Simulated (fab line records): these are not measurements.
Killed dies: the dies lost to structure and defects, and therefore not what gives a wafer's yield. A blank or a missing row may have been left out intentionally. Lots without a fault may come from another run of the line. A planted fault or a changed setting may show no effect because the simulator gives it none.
Chamber matching | flow n5-finfet | pecvd-01 running N5_FIN_SAQP_PECVD_47: 3 sister chambers
The step deposits a-Si from SiH4/He, target thk 45 nm, time 36.3 s. 6 wafers are shown with their chamber, then 8 later ones without.

## WAFERS WITH THEIR CHAMBER
wafer  | chamber | showerhead-plenum-p-Torr (Torr) | throttle-valve-pct (%)
L134.1 | 0       | 5.66                            | 17.9
L134.4 | 0       | 5.66                            | 17.9
L139.3 | 2       | 5.66                            | 16.5
L142.3 | 1       | 5.65                            | 18.3
L142.4 | 2       | 5.66                            | 16.6
L146.1 | 1       | 5.63                            | 18.3

## WAFERS WITH NO CHAMBER GIVEN
wafer  | showerhead-plenum-p-Torr (Torr) | throttle-valve-pct (%)
L146.4 | 5.66                            | 18.2
L146.6 | 5.66                            | 16.5
L148.1 | 5.67                            | 17.9
L148.2 | 5.67                            | 16.8
L148.6 | 5.65                            | 16.6
L151.1 | 5.66                            | 16.9
L151.2 | 5.64                            | 17.9
L151.5 | 5.64                            | 18.3

## WHICH CHAMBER EACH WENT THROUGH
wafer  | from the rows above | in truth
L146.4 | 1                   | 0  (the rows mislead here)
L146.6 | 2                   | 2
L148.1 | 0                   | 0
L148.2 | 2                   | 2
L148.6 | 2                   | 2
L151.1 | 2                   | 2
L151.2 | 0                   | 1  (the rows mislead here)
L151.5 | 1                   | 1
Correctly placed: 6 of 8. Not placeable from these rows: 0. Placed wrongly: 2.
How it was worked out, from the rows above alone: a wafer's distance from a chamber is the root of the sum, over the readings, of the square of ((its reading less the chamber's mean) divided by the reading's scatter). The wafer belongs to the nearest chamber; if the next one is less than 2 further off, it can't be placed. For every chamber, the mean is computed from those of its wafers that are shown. The scatter: the root of (the sum of the squares of (reading less its chamber's mean) over the shown wafers, divided by (wafers less chambers)).
